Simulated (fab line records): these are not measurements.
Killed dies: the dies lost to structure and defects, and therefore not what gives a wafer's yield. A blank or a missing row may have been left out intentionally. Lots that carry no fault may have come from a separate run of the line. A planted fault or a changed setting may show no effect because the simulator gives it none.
fab line records -- flow nand_harc
record lots=13, wafers=39, last_day=33
route steps=1302 shown A_ZERO_WELL@405 A_ONON_D1@442 END@1302
lots that met no fault: taken from a fault-free run of the same line
start_h: start of the lot's first displayed wafer, in hours after the record's first day -- wait_h: time in hours since the lot's previous step -- " repeats the value in the row above -- L1.1+2: one row covering several wafers at once -- - no value, or no start given -- * or withheld: withheld -- < > ~ a bound
route shown NAME@n: a module of which the file shows steps, and the number in the route of the first -- usual: mean and standard deviation over wafers with no fault -- same: alike in all rows -- chamber/n: place in a boat -- sites: each site's reading -- _std_site: standard deviation across them -- _edge_site: outer sites' mean less inner sites' -- radius_mm: how far each site lies from the wafer's centre -- mask NAME#n: copy n -- behind: tool/chamber where the wafer was last shaped -- hold: what put the lot on hold/how long, in hours/how the hold closed -- device: whichever transistor did not switch (one of n, p or np) -- end of line: the route-end tests of the same wafers -- a step given without rows: its recipe and nothing more -- killed: dies lost to structure and defects at the first sort, not the wafer's yield -- map: per-die view of a wafer (x killed, . not killed, _ where there is no die)
set.NAME: the setting as run; set.NAME@STEP: as run at that earlier step -- model.NAME: the simulator's own value behind a step, which no gauge read
the route's steps for a sample of lots (tables are steps, rows are wafers)
services: the hour from which a tool's chamber was out of use, counted from the record's first day as start_h (under 0 if before that day), plus the number of hours and why
## steps
# step NHARC_A_ZERO_WELL_ETCH_13
# recipe target_depth_a=1200, time_s=40.1, hbr_flow_sccm=150, cl2_flow_sccm=50, rf_w=400, icp_w=400, bias_w=100, chemistry=HBr/Cl2
# usual drypump_motor_current_A=5.9/0.46, mfc_cl2_sccm=50.01/0.16, oes_product_au=1.000/0.0083, throttle_valve_pct=26.406/0.0086
lot.wafer,tool,chamber,start_h,wait_h,drypump_motor_current_A,mfc_cl2_sccm,oes_product_au,rf_hours_counter_h,throttle_valve_pct
L963.1,rie_si-05,2,142.62,-,6.2,50.09,1.001,0.00,26.406
L963.2,rie_si-05,1,142.62,-,6.4,50.00,1.007,0.00,26.404
L963.6,rie_si-05,2,142.62,-,6.2,50.35,0.998,-,26.423
L964.3,rie_si-05,3,147.62,-,5.3,49.94,0.993,0.05,26.405
L964.1,rie_si-05,0,147.62,-,6.2,50.09,0.995,0.03,26.399
L964.6,rie_si-05,1,147.62,-,6.4,49.89,1.001,-,26.394
L965.4,rie_si-02,2,156.49,-,5.8,50.02,0.993,0.30,26.417
L965.2,rie_si-02,3,156.49,-,6.3,49.82,1.009,0.33,26.406
L965.3,rie_si-02,1,156.49,-,5.6,50.07,1.000,0.16,26.405
L966.1,rie_si-05,2,167.10,-,6.2,49.98,1.009,0.24,26.409
L966.6,rie_si-05,3,167.10,-,5.3,50.11,0.994,-,26.408
L966.5,rie_si-05,0,167.10,-,6.3,49.76,1.001,-,26.403
L967.4,rie_si-05,3,185.21,-,5.3,49.93,0.996,0.30,26.404
L967.5,rie_si-05,1,185.21,-,6.4,49.56,1.015,-,26.393
L967.6,rie_si-05,2,185.21,-,6.2,50.10,1.010,-,26.411
L968.2,rie_si-02,3,188.53,-,6.4,50.07,1.017,0.64,26.410
L968.6,rie_si-02,1,188.53,-,5.6,49.94,0.999,-,26.400
L968.5,rie_si-02,3,188.53,-,6.3,49.88,1.013,-,26.402
L970.1,rie_si-02,0,208.18,-,6.1,50.14,1.007,0.65,26.401
L970.3,rie_si-02,3,208.18,-,6.3,50.28,1.019,0.75,26.412
L970.6,rie_si-02,0,208.18,-,6.0,50.23,1.010,-,26.405
L971.4,rie_si-04,1,223.61,-,5.7,49.81,0.991,0.28,26.406
L971.2,rie_si-04,2,223.61,-,4.8,50.20,1.002,0.30,26.401
L971.1,rie_si-04,0,223.61,-,5.3,49.97,0.992,0.23,26.398
L975.3,rie_si-05,2,258.54,-,6.2,50.03,0.998,0.81,26.420
L975.2,rie_si-05,0,258.54,-,6.2,49.93,0.984,0.62,26.407
L975.1,rie_si-05,1,258.54,-,6.4,50.27,1.001,0.63,26.411
L980.1,rie_si-02,3,310.53,-,6.3,49.81,0.999,0.19,26.401
L980.2,rie_si-02,0,310.53,-,6.1,50.00,0.995,0.19,26.393
L980.5,rie_si-02,2,310.53,-,5.8,50.08,1.003,-,26.390
L984.1,rie_si-05,0,345.87,-,6.3,49.80,1.006,0.26,26.424
L984.2,rie_si-05,2,345.87,-,6.2,49.94,0.988,0.18,26.405
L984.5,rie_si-05,0,345.87,-,6.2,50.01,0.997,-,26.404
L983.1,rie_si-02,2,347.15,-,5.8,50.12,1.000,0.33,26.400
L983.4,rie_si-02,1,347.15,-,5.6,49.81,0.999,0.37,26.414
L983.6,rie_si-02,3,347.15,-,6.4,50.02,0.997,-,26.413
L985.3,rie_si-05,1,356.91,-,6.4,49.85,1.003,0.25,26.406
L985.1,rie_si-05,3,356.91,-,5.3,49.89,0.997,0.29,26.402
L985.6,rie_si-05,2,356.91,-,6.2,50.20,1.003,-,26.391
# step NHARC_A_ZERO_WELL_RTA_16
# recipe temp_c=1000, time_s=10
# usual lamp_power_pct=31.1/1.9, lamp_zone_3_pct=31.1/1.9, wafer_temp_C_max=1006.1/2.1
lot.wafer,tool,chamber,start_h,wait_h,lamp_power_pct,lamp_zone_3_pct,wafer_temp_C_max
L963.1,rtp_anneal-02,0,143.53,-,32.7,32.7,1004.4
L963.2,rtp_anneal-02,0,143.53,-,32.7,32.8,1005.5
L963.6,rtp_anneal-02,0,143.53,-,32.7,32.7,1004.5
L964.1,rtp_anneal-01,0,148.52,-,29.1,29.1,1007.7
L964.3,rtp_anneal-01,0,148.52,-,29.0,29.0,1007.6
L964.6,rtp_anneal-01,0,148.52,-,29.1,29.1,1006.3
L965.2,rtp_anneal-02,0,157.43,-,32.8,32.7,1005.7
L965.3,rtp_anneal-02,0,157.43,-,32.8,32.8,1003.5
L965.4,rtp_anneal-02,0,157.43,-,32.7,32.7,1003.3
L966.1,rtp_anneal-02,0,167.96,-,32.8,32.7,1004.7
L966.5,rtp_anneal-02,0,167.96,-,32.8,32.8,1003.5
L966.6,rtp_anneal-02,0,167.96,-,32.8,32.8,1003.6
L967.4,rtp_anneal-01,0,186.17,-,29.0,29.0,1007.5
L967.5,rtp_anneal-01,0,186.17,-,29.0,29.0,1007.6
L967.6,rtp_anneal-01,0,186.17,-,29.1,29.1,1006.9
L968.2,rtp_anneal-02,0,189.47,-,32.8,32.8,1004.1
L968.5,rtp_anneal-02,0,189.47,-,32.8,32.8,1004.3
L968.6,rtp_anneal-02,0,189.47,-,32.8,32.8,1004.6
L970.1,rtp_anneal-02,0,209.08,-,32.7,32.7,1006.0
L970.3,rtp_anneal-02,0,209.08,-,32.8,32.8,1003.8
L970.6,rtp_anneal-02,0,209.08,-,32.8,32.8,1005.9
L971.1,rtp_anneal-02,0,224.54,-,32.8,32.7,1006.8
L971.2,rtp_anneal-02,0,224.54,-,32.8,32.8,1003.2
L971.4,rtp_anneal-02,0,224.54,-,32.7,32.7,1005.7
L975.1,rtp_anneal-02,0,259.44,-,32.8,32.8,1004.5
L975.2,rtp_anneal-02,0,259.44,-,32.7,32.7,1006.1
L975.3,rtp_anneal-02,0,259.44,-,32.8,32.8,1004.2
L980.1,rtp_anneal-01,0,311.42,-,29.1,29.1,1005.5
L980.2,rtp_anneal-01,0,311.42,-,29.0,29.1,1010.0
L980.5,rtp_anneal-01,0,311.42,-,29.0,29.0,1007.4
L984.1,rtp_anneal-02,0,346.76,-,32.8,32.7,1004.6
L984.2,rtp_anneal-02,0,346.76,-,32.8,32.8,1004.0
L984.5,rtp_anneal-02,0,346.76,-,32.8,32.7,1004.1
L983.1,rtp_anneal-01,0,348.06,-,29.0,29.0,1012.1
L983.4,rtp_anneal-01,0,348.06,-,29.0,29.0,1009.1
L983.6,rtp_anneal-01,0,348.06,-,29.0,29.0,1009.5
L985.1,rtp_anneal-02,0,357.82,-,32.8,32.8,1005.3
L985.3,rtp_anneal-02,0,357.82,-,32.8,32.7,1006.4
L985.6,rtp_anneal-02,0,357.82,-,32.8,32.7,1004.6
# step NHARC_A_ONON_D1_DEP_25
# recipe target_thk_a=10000, n2_flow_sccm=2750, n2o_flow_sccm=2000, nh3_flow_sccm=500, sih4_flow_sccm=210, temp_c=400
lot.wafer,tool,chamber,start_h,wait_h
L963.1+2+6,pecvd_onon-01,0,176.85,0.1
L964.1+3+6,pecvd_onon-02,0,182.71,0.1
L965.2+3+4,pecvd_onon-03,0,192.04,0.1
L966.1+5+6,pecvd_onon-01,0,202.28,0.1
L968.2+5+6,pecvd_onon-02,0,223.65,0.1
L967.4+5+6,pecvd_onon-03,0,223.78,0.2
L970.1+3+6,pecvd_onon-01,0,241.36,0.1
L971.1+2+4,pecvd_onon-01,0,257.31,0.1
L975.1+2+3,pecvd_onon-01,0,290.65,0.1
L980.1+2+5,pecvd_onon-02,0,341.88,0.1
L984.1+2+5,pecvd_onon-02,0,381.30,0.1
L983.1+4+6,pecvd_onon-03,0,381.35,0.1
L985.1+3+6,pecvd_onon-01,0,390.03,0.1
# step NHARC_A_ONON_D1_THK_MEAS_27
# recipe thk_meas_gauge=ellipsometry
# usual thk_nm=999/9
lot.wafer,tool,chamber,start_h,wait_h,thk_nm
L963.1,film_metro-01,-,177.36,-,997
L963.2,film_metro-01,-,177.36,-,994
L963.6,film_metro-01,-,177.36,-,998
L964.1,film_metro-02,-,183.22,-,988
L964.3,film_metro-02,-,183.22,-,987
L964.6,film_metro-02,-,183.22,-,987
L965.2,film_metro-01,-,192.49,-,1001
L965.3,film_metro-01,-,192.49,-,999
L965.4,film_metro-01,-,192.49,-,1001
L966.1,film_metro-02,-,202.79,-,992
L966.5,film_metro-02,-,202.79,-,991
L966.6,film_metro-02,-,202.79,-,995
L968.2,film_metro-01,-,224.10,-,991
L968.5,film_metro-01,-,224.10,-,992
L968.6,film_metro-01,-,224.10,-,992
L967.4,film_metro-02,-,224.12,-,1013
L967.5,film_metro-02,-,224.12,-,1015
L967.6,film_metro-02,-,224.12,-,1016
L970.1,film_metro-02,-,241.89,-,1017
L970.3,film_metro-02,-,241.89,-,1017
L970.6,film_metro-02,-,241.89,-,1018
L971.1,film_metro-02,-,257.82,-,1517
L971.2,film_metro-02,-,257.82,-,1517
L971.4,film_metro-02,-,257.82,-,1011
L975.1,film_metro-01,-,291.16,-,1510
L975.2,film_metro-01,-,291.16,-,1509
L975.3,film_metro-01,-,291.16,-,1004
L980.1,film_metro-01,-,342.39,-,1006
L980.2,film_metro-01,-,342.39,-,1007
L980.5,film_metro-01,-,342.39,-,1006
L984.1,film_metro-01,-,381.81,-,984
L984.2,film_metro-01,-,381.81,-,983
L984.5,film_metro-01,-,381.81,-,985
L983.1,film_metro-01,-,381.86,-,1004
L983.4,film_metro-01,-,381.86,-,1004
L983.6,film_metro-01,-,381.86,-,1003
L985.1,film_metro-02,-,390.54,-,986
L985.3,film_metro-02,-,390.54,-,989
L985.6,film_metro-02,-,390.54,-,988
# step NHARC_END_SORT_01
# recipe temp_c=25
# usual killed_at_array=46/15, killed_at_other=0.8/1.1, killed_at_periphery=4.0/2.9, killed_dies=50/15, killed_open=3.2/1.8, killed_short=2.3/1.6
# same gross_dies=677
lot.wafer,tool,chamber,start_h,wait_h,killed_at_array,killed_at_other,killed_at_periphery,killed_dies,killed_open,killed_short
L971.1,prober-01,0,638.69,2.5,675,0,2,677,3,0
L971.2,prober-01,0,639.50,2.8,671,1,5,677,3,0
L971.4,prober-01,0,641.12,3.4,21,0,5,26,1,1
L975.1,prober-01,0,675.27,2.5,676,0,1,677,2,0
L975.2,prober-01,0,676.07,2.8,676,0,1,677,6,1
L975.3,prober-01,0,676.86,3.1,40,0,1,41,2,1
# killed by level:class
L971.1 A_ONON_D1:area_dep=655 A_CHANNEL_HOLE_D2:chamber_film_flake=11 A_CHANNEL_HOLE_D1:chamber_film_flake=3 P_M1:geometric_particle:open=1 A_ONON_D2:geometric_particle:open=1 A_SGD_CUT:geometric_particle:open=1 A_CHANNEL_FILL_D2:chamber_film_flake=1 P_M0:chamber_film_flake=1
L971.2 A_ONON_D1:area_dep=646 A_CHANNEL_HOLE_D2:chamber_film_flake=11 A_CHANNEL_HOLE_D1:chamber_film_flake=5 A_CONTACT:chamber_film_flake=3 P_GATE:chamber_film_flake=2 A_DECK1_JOINT:chamber_film_flake=2 A_BONDPAD:chamber_film_flake=2 P_CONTACT:geometric_particle:open=1
L971.4 A_CHANNEL_HOLE_D2:chamber_film_flake=9 P_GATE:chamber_film_flake=3 A_CHANNEL_HOLE_D1:chamber_film_flake=3 A_CONTACT:chamber_film_flake=2 A_BONDPAD:chamber_film_flake=2 P_GATE:geometric_particle:short=1 A_M1:geometric_particle:open=1 P_BONDPAD:chamber_film_flake=1
L975.1 A_ONON_D1:area_dep=649 A_CHANNEL_HOLE_D2:chamber_film_flake=10 A_CONTACT:chamber_film_flake=3 A_BLC:chamber_film_flake=3 A_CHANNEL_HOLE_D1:chamber_film_flake=2 A_CHANNEL_FILL_D1:chamber_film_flake=2 A_ONON_D1:geometric_particle:open=1 A_SLIT:geometric_particle:open=1
L975.2 A_ONON_D1:area_dep=631 A_CHANNEL_HOLE_D2:chamber_film_flake=17 A_BLC:chamber_film_flake=8 A_CHANNEL_HOLE_D1:chamber_film_flake=5 A_CONTACT:chamber_film_flake=4 A_SLIT:chamber_film_flake=3 A_ONON_D1:geometric_particle:open=2 A_SGD_CUT:geometric_particle:open=2
L975.3 A_CHANNEL_HOLE_D2:chamber_film_flake=11 A_CONTACT:chamber_film_flake=7 A_BLC:chamber_film_flake=6 A_CHANNEL_HOLE_D1:chamber_film_flake=5 A_DECK1_JOINT:chamber_film_flake=4 A_STAIRCASE:chamber_film_flake=2 A_SLIT:chamber_film_flake=2 P_M1:geometric_particle:open=1
## services
tool,chamber,start_h,hours,kind
rie_si-05,-,128.00,9.0,pm
rie_si-05,0,128.00,9.0,vent_cycle
rie_si-05,1,128.00,9.0,vent_cycle
rie_si-05,2,128.00,9.0,vent_cycle
rie_si-04,-,165.00,9.0,pm
rie_si-05,-,173.25,0.2,repair
rie_si-02,2,183.32,11.2,repair
pecvd_onon-02,-,185.00,13.0,pm
rie_si-04,3,189.57,3.6,repair
rie_si-04,2,213.14,1.0,repair
rie_si-02,0,223.65,6.8,repair
pecvd_onon-03,-,227.04,13.0,pm
pecvd_onon-02,-,243.80,2.7,repair
rie_si-02,1,244.69,14.2,repair
rie_si-02,2,245.34,7.5,repair
pecvd_onon-01,-,269.07,13.0,pm
rie_si-02,-,277.00,9.0,pm
rie_si-05,2,301.07,6.3,repair
rie_si-05,1,303.97,15.2,repair
rie_si-05,-,305.00,9.0,pm
rie_si-05,-,333.77,0.2,repair
rie_si-04,-,342.00,9.0,pm
pecvd_onon-02,-,366.00,13.0,pm
rtp_anneal-01,-,372.00,12.0,pm
## key
first_sign step=NHARC_A_ONON_D1_THK_MEAS_27, reading=thk_nm, direction=up, sigmas=57, usual=999, struck=1513
effect step=NHARC_END_SORT_01, reading=killed_at_array, direction=up, sigmas=42, usual=46, struck=674
more_kills_born_at NHARC_A_ONON_D1_DEP_25@pecvd_onon-01=2581
met_at NHARC_A_ONON_D1_DEP_25
struck_lots L971,L975
struck_wafers L971.1,L971.2,L975.1,L975.2
later_rows_left_out L971.1,L971.2,L975.1,L975.2
tester_left_out L971,L975
not_acting_at NHARC_A_ZERO_WELL_ETCH_13,NHARC_A_ZERO_WELL_RTA_16
onset_between 241.36 257.31
fault kind=process_parameter_drift, tool=pecvd_onon-01, chamber=-, onset_h=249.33, steps=NHARC_A_ONON_D1_DEP_25, channel=target_thk_a, offset=*, shape=step, end_h=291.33, scope=struck_wafers_only, acts_in=*, stated=*
# tester_left_out: of these lots the tester's yield and bins aren't shown, on N5 and GAA mostly nor the transistor test; their killed dies are dies lost to structure and defects alone, not to doping, threshold or leakage, so they don't give the yield
# later_rows_left_out: the simulator's readings of these wafers behind a module that went badly wrong aren't trusted and aren't shown, but for the sort
